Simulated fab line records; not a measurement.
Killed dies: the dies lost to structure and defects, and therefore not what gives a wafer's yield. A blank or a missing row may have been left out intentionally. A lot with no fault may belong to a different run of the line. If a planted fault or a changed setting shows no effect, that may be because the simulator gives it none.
Which of the tools did it? / flow nand_harc / 11 lots with 33 wafers sampled at 3 steps, on a route of 1302 steps

WHAT THE GAUGES SHOWED, per wafer
NHARC_P_ZERO_WELL_CD_MEAS_37: the cd target is 720 nm. Usual: cd_nm 719.4 nm, standard deviation 1.4.
lot=L547; measured=day 2 00:14; on=cd_sem-01; cd_nm (nm)=719.6 718.5 720.2; flag=
lot=L549; measured=day 2 20:29; on=cd_sem-03; cd_nm (nm)=721.0 718.9 718.9; flag=
lot=L556; measured=day 5 18:25; on=cd_sem-03; cd_nm (nm)=731.7 733.9 730.3; flag=OFF
lot=L560; measured=day 7 10:14; on=cd_sem-03; cd_nm (nm)=718.8 716.9 718.9; flag=
lot=L563; measured=day 8 16:13; on=cd_sem-02; cd_nm (nm)=721.3 718.8 719.9; flag=
lot=L564; measured=day 9 02:21; on=cd_sem-02; cd_nm (nm)=719.1 718.8 717.2; flag=
lot=L565; measured=day 9 12:01; on=cd_sem-01; cd_nm (nm)=717.6 718.0 717.7; flag=
lot=L566; measured=day 9 22:05; on=cd_sem-03; cd_nm (nm)=720.9 720.3 718.8; flag=
lot=L567; measured=day 10 08:14; on=cd_sem-03; cd_nm (nm)=720.2 719.8 721.5; flag=
lot=L568; measured=day 10 18:16; on=cd_sem-03; cd_nm (nm)=719.2 720.1 720.4; flag=
lot=L570; measured=day 11 14:14; on=cd_sem-02; cd_nm (nm)=719.6 720.2 720.3; flag=

EACH LOT AND THE TOOL THAT RAN IT (in order: tool; ch and the chambers of the sampled wafers; start)
lot=L547; NHARC_P_ZERO_WELL_DESCUM_26=rie_diel-06 ch 0,3, day 1 22:46; NHARC_P_ZERO_WELL_EXPOSE_34=krf_scanner-02 ch 0, day 2 00:05
lot=L549; NHARC_P_ZERO_WELL_DESCUM_26=rie_diel-06 ch 1,2,3, day 2 19:01; NHARC_P_ZERO_WELL_EXPOSE_34=krf_scanner-01 ch 0, day 2 20:20
lot=L556; NHARC_P_ZERO_WELL_DESCUM_26=rie_diel-07 ch 0,1,2, day 5 16:56; NHARC_P_ZERO_WELL_EXPOSE_34=krf_scanner-04 ch 0, day 5 18:16
lot=L560; NHARC_P_ZERO_WELL_DESCUM_26=rie_diel-06 ch 0,2,3, day 7 08:46; NHARC_P_ZERO_WELL_EXPOSE_34=krf_scanner-02 ch 0, day 7 10:05
lot=L563; NHARC_P_ZERO_WELL_DESCUM_26=rie_diel-06 ch 0,3, day 8 14:44; NHARC_P_ZERO_WELL_EXPOSE_34=krf_scanner-01 ch 0, day 8 16:04
lot=L564; NHARC_P_ZERO_WELL_DESCUM_26=rie_diel-07 ch 0,2,3, day 9 01:01; NHARC_P_ZERO_WELL_EXPOSE_34=krf_scanner-01 ch 0, day 9 02:11
lot=L565; NHARC_P_ZERO_WELL_DESCUM_26=rie_diel-06 ch 0,2,3, day 9 10:38; NHARC_P_ZERO_WELL_EXPOSE_34=krf_scanner-01 ch 0, day 9 11:52
lot=L566; NHARC_P_ZERO_WELL_DESCUM_26=rie_diel-06 ch 0,1, day 9 20:37; NHARC_P_ZERO_WELL_EXPOSE_34=krf_scanner-04 ch 0, day 9 21:56
lot=L567; NHARC_P_ZERO_WELL_DESCUM_26=rie_diel-07 ch 0,1, day 10 06:47; NHARC_P_ZERO_WELL_EXPOSE_34=krf_scanner-02 ch 0, day 10 08:05
lot=L568; NHARC_P_ZERO_WELL_DESCUM_26=rie_diel-06 ch 0,2, day 10 16:55; NHARC_P_ZERO_WELL_EXPOSE_34=krf_scanner-02 ch 0, day 10 18:07
lot=L570; NHARC_P_ZERO_WELL_DESCUM_26=rie_diel-07 ch 0,3, day 11 12:46; NHARC_P_ZERO_WELL_EXPOSE_34=krf_scanner-04 ch 0, day 11 14:05
- NHARC_P_ZERO_WELL_DESCUM_26: chemistry O2, time 3 s.
- NHARC_P_ZERO_WELL_EXPOSE_34: exposes mask P PWELL, target cd 720 nm.

WHAT THE TOOLS THEMSELVES READ (means of the sampled wafers that have a number; where no wafer has one, the mark that the record gives instead)
NHARC_P_ZERO_WELL_DESCUM_26. Usual: drypump_motor_current_A 5.9 A, standard deviation 0.57; oes_product_au 1.001 a.u., standard deviation 0.008; rf_vpp_V 57.7 V, standard deviation 0.95; showerhead_plenum_p_Torr 1.87 Torr, standard deviation 0.073; throttle_valve_pct 11.311 %, standard deviation 0.0094.
lot=L547; tool=rie_diel-06; drypump_motor_current_A (A)=6.1; oes_product_au (a.u.)=1.010; rf_vpp_V (V)=58.0; showerhead_plenum_p_Torr (Torr)=1.88; throttle_valve_pct (%)=11.317; flag=
lot=L549; tool=rie_diel-06; drypump_motor_current_A (A)=6.3; oes_product_au (a.u.)=1.011; rf_vpp_V (V)=58.1; showerhead_plenum_p_Torr (Torr)=1.90; throttle_valve_pct (%)=11.312; flag=
lot=L556; tool=rie_diel-07; drypump_motor_current_A (A)=6.0; oes_product_au (a.u.)=1.006; rf_vpp_V (V)=57.4; showerhead_plenum_p_Torr (Torr)=1.87; throttle_valve_pct (%)=11.311; flag=
lot=L560; tool=rie_diel-06; drypump_motor_current_A (A)=5.9; oes_product_au (a.u.)=1.001; rf_vpp_V (V)=56.9; showerhead_plenum_p_Torr (Torr)=1.91; throttle_valve_pct (%)=11.303; flag=
lot=L563; tool=rie_diel-06; drypump_motor_current_A (A)=5.4; oes_product_au (a.u.)=1.001; rf_vpp_V (V)=57.1; showerhead_plenum_p_Torr (Torr)=1.85; throttle_valve_pct (%)=11.312; flag=
lot=L564; tool=rie_diel-07; drypump_motor_current_A (A)=6.1; oes_product_au (a.u.)=0.990; rf_vpp_V (V)=58.9; showerhead_plenum_p_Torr (Torr)=1.81; throttle_valve_pct (%)=11.317; flag=
lot=L565; tool=rie_diel-06; drypump_motor_current_A (A)=5.9; oes_product_au (a.u.)=1.003; rf_vpp_V (V)=58.5; showerhead_plenum_p_Torr (Torr)=1.90; throttle_valve_pct (%)=11.307; flag=
lot=L566; tool=rie_diel-06; drypump_motor_current_A (A)=5.2; oes_product_au (a.u.)=1.004; rf_vpp_V (V)=57.5; showerhead_plenum_p_Torr (Torr)=1.81; throttle_valve_pct (%)=11.303; flag=
lot=L567; tool=rie_diel-07; drypump_motor_current_A (A)=5.7; oes_product_au (a.u.)=0.995; rf_vpp_V (V)=58.9; showerhead_plenum_p_Torr (Torr)=1.93; throttle_valve_pct (%)=11.313; flag=
lot=L568; tool=rie_diel-06; drypump_motor_current_A (A)=5.3; oes_product_au (a.u.)=1.008; rf_vpp_V (V)=57.6; showerhead_plenum_p_Torr (Torr)=1.88; throttle_valve_pct (%)=11.305; flag=
lot=L570; tool=rie_diel-07; drypump_motor_current_A (A)=6.1; oes_product_au (a.u.)=0.999; rf_vpp_V (V)=57.5; showerhead_plenum_p_Torr (Torr)=1.83; throttle_valve_pct (%)=11.305; flag=

THE ANSWER, worked out from the rows above alone
Rule: take the mean of a lot's wafers that have a number; if it is more than 3 standard deviations from the usual mean, the lot is off. Also off: a lot with no number at a reading for which 4 or more lots have one. The other lots that the step has rows for count as sound. The gauges are gone through in route order, then the tools' own readings, and for those a lot's mean is taken as printed above. The first step at which some lot is off is used, and at that step the reading that is off furthest; a lot without a number counts as furthest.
Off: L556, at NHARC_P_ZERO_WELL_CD_MEAS_37 (cd_nm).
If a tool, at a process step before that reading, ran all the lots that are off and no sound lot after the first of them, it fits. Gauges at NHARC_P_ZERO_WELL_CD_MEAS_37: tried the same way as those tools. Not one of the candidates tried fits.

WHAT THE SIMULATOR HAD INSERTED
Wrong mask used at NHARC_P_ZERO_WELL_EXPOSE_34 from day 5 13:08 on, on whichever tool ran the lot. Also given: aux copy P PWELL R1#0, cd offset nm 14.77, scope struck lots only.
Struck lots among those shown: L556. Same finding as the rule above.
